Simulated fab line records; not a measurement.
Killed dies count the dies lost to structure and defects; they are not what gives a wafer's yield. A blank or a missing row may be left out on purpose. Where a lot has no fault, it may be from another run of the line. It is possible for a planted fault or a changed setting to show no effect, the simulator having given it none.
One fault through the eyes of 2 desks    flow n5_finfet    numbers are kept per desk, each desk with only its own; the story behind them comes last

THE DEFECT DESK
Per lot, the means of the sampled wafers with a number show what the inspections along the route counted. A lot is out of limits, marked OUT, if its mean lies more than 4 standard deviations from the usual mean; the brackets give that distance.
Columns: A = raw_defect_count at N5_FIN_CUT_INSPECT_17, usual 242
lot   first seen here  A
L768  day 2 10:17      219
L776  day 4 09:23      216
L777  day 4 19:04      210
L778  day 4 23:35      242
L788  day 7 11:04      373
L790  day 7 22:05      189
Finding of this desk: none of the 6 lots has anything out of limits.

DESK OF THE TOOL OWNER: ald_sin-01
The tool's own readings at N5_STI_FIN_REVEAL_ALD_00 (deposits SiO2, target thk 1 nm, pulse time 1 s): means of the sampled wafers that have a number, for each lot that ran on this tool. A lot is out of limits, marked OUT, if its mean lies more than 4 standard deviations from the usual mean; the brackets give that distance.
Columns: A = heater_power_outer_w at N5_STI_FIN_REVEAL_ALD_00, usual 265 W; B = heater_power_w at N5_STI_FIN_REVEAL_ALD_00, usual 464 W; C = precursor_pulse_height_rel at N5_STI_FIN_REVEAL_ALD_00, usual 0.997
lot   first seen here  A    B    C
L768  day 2 11:02      243  412  0.995
L776  day 4 09:31      268  468  0.979
L778  day 5 00:28      244  420  0.979
L788  day 7 11:05      256  433  1.000
Finding of this desk: none of the 4 lots has anything out of limits.

TAKEN TOGETHER
No out-of-limits result turned up at the defect desk.
The tool owner's desk saw nothing out of limits.

WHAT THE SIMULATOR HAD INSERTED
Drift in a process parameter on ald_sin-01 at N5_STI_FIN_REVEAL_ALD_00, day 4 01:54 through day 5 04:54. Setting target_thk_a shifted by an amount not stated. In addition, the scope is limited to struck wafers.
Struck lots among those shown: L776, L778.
